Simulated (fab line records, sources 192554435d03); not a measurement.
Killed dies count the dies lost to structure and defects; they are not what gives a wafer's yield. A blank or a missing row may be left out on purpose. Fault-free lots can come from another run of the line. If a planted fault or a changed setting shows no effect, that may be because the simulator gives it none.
The tool behind it: which one? ; flow n5 finfet ; Sampling: 23 lots, 69 wafers, 4 of 1938 route steps

== WHAT EACH GAUGE READ, for each wafer ==
N5_BEOL_M0_SAQP_OVL_MEAS_41. Usual: M0_CUT1_OVL typically reads 0.4 nm, with standard deviation 0.92.
lot;measured;on;M0_CUT1_OVL (nm);flag
L074;day 5 14:11;overlay-02;-0.4 -0.7 -0.7;
L075;day 6 00:02;overlay-01;0.2 -0.3 1.3;
L076;day 6 02:42;overlay-01;1.4 1.5 1.0;
L077;day 6 10:23;overlay-01;1.0 1.3 0.7;
L078;day 6 14:49;overlay-01;2.2 2.1 0.9;
L079;day 6 21:29;overlay-02;0.7 0.5 1.7;
L080;day 7 05:03;overlay-01;1.4 -0.4 1.3;
L081;day 7 11:56;overlay-01;1.3 1.6 0.2;
L083;day 7 17:52;overlay-01;0.7 2.0 0.7;
L084;day 8 08:46;overlay-02;-0.2 0.2 -0.3;
L085;day 8 13:00;overlay-02;-0.2 0.9 -0.2;
L087;day 9 22:41;overlay-01;1.5 1.6 0.6;
L086;day 10 05:32;overlay-02;-0.5 -0.7 -1.9;
L089;day 10 06:18;overlay-01;1.0 0.3 1.6;
L090;day 10 06:46;overlay-01;2.0 0.9 0.2;
L088;day 10 07:37;overlay-02;1.1 0.5 -0.7;
L093;day 11 05:13;overlay-02;0.2 0.3 1.5;
L091;day 11 09:23;overlay-01;-0.3 -0.2 0.7;
L094;day 11 12:08;overlay-02;0.0 -1.0 -1.4;
L095;day 11 12:13;overlay-01;1.2 0.2 0.3;
L092;day 11 13:24;overlay-02;0.5 -0.9 0.2;
L096;day 11 13:30;overlay-02;0.2 -0.2 1.1;
L097;day 12 01:32;overlay-01;0.1 -0.1 1.2;

N5_BEOL_M1_CD_MEAS_11: target cd 17.05 nm. Usual: 17.05 nm for cd nm, sd 0.23.
lot;measured;on;cd nm (nm);flag
L074;day 6 00:45;cd sem-03;17.14 17.06 16.90;
L075;day 6 09:56;cd sem-02;16.95 16.99 16.78;
L076;day 6 09:35;cd sem-02;17.17 17.04 17.35;
L077;day 6 19:38;cd sem-01;17.11 17.03 17.49;
L078;day 7 01:01;cd sem-01;16.76 16.82 16.86;
L079;day 7 08:14;cd sem-02;17.08 16.96 16.73;
L080;day 7 13:54;cd sem-02;16.91 16.95 17.32;
L081;day 7 22:13;cd sem-02;16.99 17.31 17.00;
L083;day 8 09:09;cd sem-01;16.96 16.95 16.91;
L084;day 8 16:25;cd sem-02;16.99 16.84 17.15;
L085;day 8 21:36;cd sem-02;16.92 16.94 16.76;
L087;day 10 04:33;cd sem-01;17.51 16.90 17.43;
L086;day 10 12:22;cd sem-02;16.71 16.86 17.52;
L089;day 10 13:52;cd sem-03;16.96 17.19 17.25;
L090;day 10 17:35;cd sem-02;16.92 17.27 17.22;
L088;day 10 16:52;cd sem-01;17.05 16.90 17.26;
L093;day 11 13:50;cd sem-03;16.79 17.15 16.95;
L091;day 11 18:40;cd sem-03;17.44 17.38 16.87;
L094;day 11 19:21;cd sem-03;17.35 17.13 17.45;
L095;day 11 19:35;cd sem-03;16.81 17.28 16.75;
L092;day 11 19:59;cd sem-01;16.89 16.99 17.23;
L096;day 11 20:09;cd sem-02;17.01 17.15 17.24;
L097;day 12 08:19;cd sem-01;17.11 17.22 17.10;

== TOOL THAT RAN EACH LOT (tool first, then ch and the chambers of the sampled wafers, then the start) ==
lot;N5_BEOL_M0_SAQP_MANDREL2_REMOVE_110;N5_BEOL_M1_PECVD_72
L074;rie si-03 ch 1,3, day 5 13:37;pecvd-02 ch 0,1, day 5 23:08
L075;rie si-02 ch 0,1,2, day 5 23:35;pecvd-03 ch 1,2, day 6 08:41
L076;rie si-03 ch 0,1,3, day 6 02:15;pecvd-04 ch 0,2, day 6 08:27
L077;rie si-03 ch 1,2, day 6 09:49;pecvd-04 ch 0,1, day 6 18:41
L078;rie si-03 ch 0,1,3, day 6 14:13;pecvd-04 ch 0,2, day 7 00:16
L079;rie si-03 ch 1,3, day 6 21:01;pecvd-02 ch 1,2, day 7 04:47
L080;rie si-02 ch 0,1,2, day 7 04:35;pecvd-04 ch 0,1, day 7 13:02
L081;rie si-03 ch 2,3, day 7 11:29;pecvd-02 ch 0,1,2, day 7 20:04
L083;rie si-03 ch 0,2,3, day 7 17:24;pecvd-02 ch 0,2, day 8 08:35
L084;rie si-02 ch 0,2,3, day 8 08:19;pecvd-04 ch 0,1, day 8 15:11
L085;rie si-02 ch 0,1,3, day 8 12:32;pecvd-02 ch 0,1,2, day 8 18:52
L087;rie si-03 ch 1,2,3, day 9 22:07;pecvd-02 ch 0,1,2, day 10 03:59
L086;rie si-06 ch 0,1,3, day 10 05:04;pecvd-02 ch 0,2, day 10 10:56
L089;rie si-06 ch 0,1,3, day 10 05:52;pecvd-03 ch 0,1, day 10 12:52
L090;rie si-03 ch 1,2, day 10 06:19;pecvd-02 ch 0,1,2, day 10 16:43
L088;rie si-03 ch 1,2, day 10 07:03;pecvd-03 ch 1, day 10 16:16
L093;rie si-06 ch 0,1,3, day 11 04:38;pecvd-03 ch 0,1, day 11 13:18
L091;rie si-03 ch 0,3, day 11 08:56;pecvd-02 ch 0,1,2, day 11 17:37
L094;rie si-06 ch 0,1, day 11 11:33;pecvd-04 ch 0,1,2, day 11 18:13
L095;rie si-02 ch 1,2,3, day 11 11:45;pecvd-03 ch 0,1, day 11 18:40
L092;rie si-02 ch 1,2,3, day 11 12:49;pecvd-03 ch 0,1,2, day 11 19:16
L096;rie si-03 ch 0,3, day 11 13:03;pecvd-03 ch 1,2, day 11 19:22
L097;rie si-02 ch 0,1,2, day 12 00:57;pecvd-02 ch 0,1,2, day 12 07:43
- N5_BEOL_M0_SAQP_MANDREL2_REMOVE_110: chemistry HBr/Cl2/O2, target a-Si, stops on SiCN, bt time 10 s.
- N5_BEOL_M1_PECVD_72: deposits SiO2 from TEOS/O2, target thk 16 nm, time 18 s.

== AS READ BY THE TOOLS THEMSELVES (means over the sampled wafers that have a number; for cases with no such wafer, the mark the record gives instead) ==
N5_BEOL_M0_SAQP_MANDREL2_REMOVE_110. Usual: HBr_flow_sccm 149.9 sccm, standard deviation 0.43; O2_flow_sccm 5.002 sccm, standard deviation 0.015; drypump motor current A 5.8 A, standard deviation 0.51; oes product au 0.996 a.u., standard deviation 0.013; throttle valve pct 36.72 %, standard deviation 0.27.
lot;tool;HBr_flow_sccm (sccm);O2_flow_sccm (sccm);drypump motor current A (A);oes product au (a.u.);throttle valve pct (%);flag
L074;rie si-03;149.9;5.003;5.9;0.986;36.78;
L075;rie si-02;149.9;5.002;5.8;0.991;36.95;
L076;rie si-03;150.0;4.993;6.0;0.987;36.75;
L077;rie si-03;150.2;5.019;5.5;0.990;36.52;
L078;rie si-03;149.9;5.015;6.0;0.990;36.75;
L079;rie si-03;150.2;4.993;5.9;0.985;36.79;
L080;rie si-02;149.8;5.026;5.8;1.004;36.96;
L081;rie si-03;149.8;5.025;6.3;0.998;36.80;
L083;rie si-03;149.9;5.010;6.3;0.993;36.79;
L084;rie si-02;150.1;5.010;6.0;1.000;36.78;
L085;rie si-02;150.0;5.003;5.6;1.006;36.91;
L087;rie si-03;149.7;5.009;5.9;0.996;36.66;
L086;rie si-06;150.2;4.992;5.4;0.998;36.55;
L089;rie si-06;149.7;4.993;5.4;0.988;36.55;
L090;rie si-03;149.8;4.997;5.5;1.004;36.53;
L088;rie si-03;149.9;4.992;5.5;1.008;36.52;
L093;rie si-06;149.8;4.990;5.4;0.997;36.54;
L091;rie si-03;150.2;4.990;6.3;0.980;36.93;
L094;rie si-06;150.2;5.002;5.5;0.996;36.38;
L095;rie si-02;150.3;5.011;5.8;0.994;36.94;
L092;rie si-02;150.1;4.982;5.8;0.995;36.96;
L096;rie si-03;149.9;5.005;6.4;0.979;36.93;
L097;rie si-02;149.7;4.997;5.8;0.997;36.95;

N5_BEOL_M1_PECVD_72. Usual: heater power w 709 W, standard deviation 110; showerhead plenum p Torr 8.81 Torr, standard deviation 0.051; susceptor temp C 400.02 C, standard deviation 0.21; throttle valve pct 22.4 %, standard deviation 1.1.
lot;tool;heater power w (W);showerhead plenum p Torr (Torr);susceptor temp C (C);throttle valve pct (%);flag
L074;pecvd-02;631;8.81;400.10;23.1;
L075;pecvd-03;637;8.86;399.95;22.3;
L076;pecvd-04;836;8.71;400.35;23.9;
L077;pecvd-04;828;8.81;400.14;23.9;
L078;pecvd-04;823;8.71;399.89;23.9;
L079;pecvd-02;719;8.80;400.08;21.6;
L080;pecvd-04;885;8.79;400.11;24.0;
L081;pecvd-02;685;8.80;400.14;22.2;
L083;pecvd-02;642;8.82;400.00;22.0;
L084;pecvd-04;747;8.78;399.85;23.9;
L085;pecvd-02;668;8.81;400.14;22.4;
L087;pecvd-02;705;8.81;400.01;22.4;
L086;pecvd-02;600;8.80;400.08;22.8;
L089;pecvd-03;657;8.83;399.89;21.8;
L090;pecvd-02;647;8.80;400.05;22.5;
L088;pecvd-03;815;8.83;399.90;21.8;
L093;pecvd-03;646;8.83;400.18;21.8;
L091;pecvd-02;693;8.81;400.03;22.5;
L094;pecvd-04;814;8.78;399.98;23.5;
L095;pecvd-03;659;8.82;399.93;21.8;
L092;pecvd-03;648;8.81;399.98;21.4;
L096;pecvd-03;724;8.82;399.77;21.4;
L097;pecvd-02;690;8.81;400.21;22.4;

== THE ANSWER, worked out from the rows above alone ==
Rule: a lot is off if the mean of its wafers that have a number lies more than 3 standard deviations from the usual mean. Also off: a lot with no number at a reading for which 4 or more lots have one. Where the step has rows for the other lots, those lots are counted as sound. The gauges are gone through in route order, then the tools' own readings, and for those a lot's mean is taken as printed above. At the first step where some lot is off, the reading lying furthest off is the one used; lots without a number count as furthest.
Nothing can be told from this: no lot is off at any reading shown.

== WHAT THE SIMULATOR PUT IN ==
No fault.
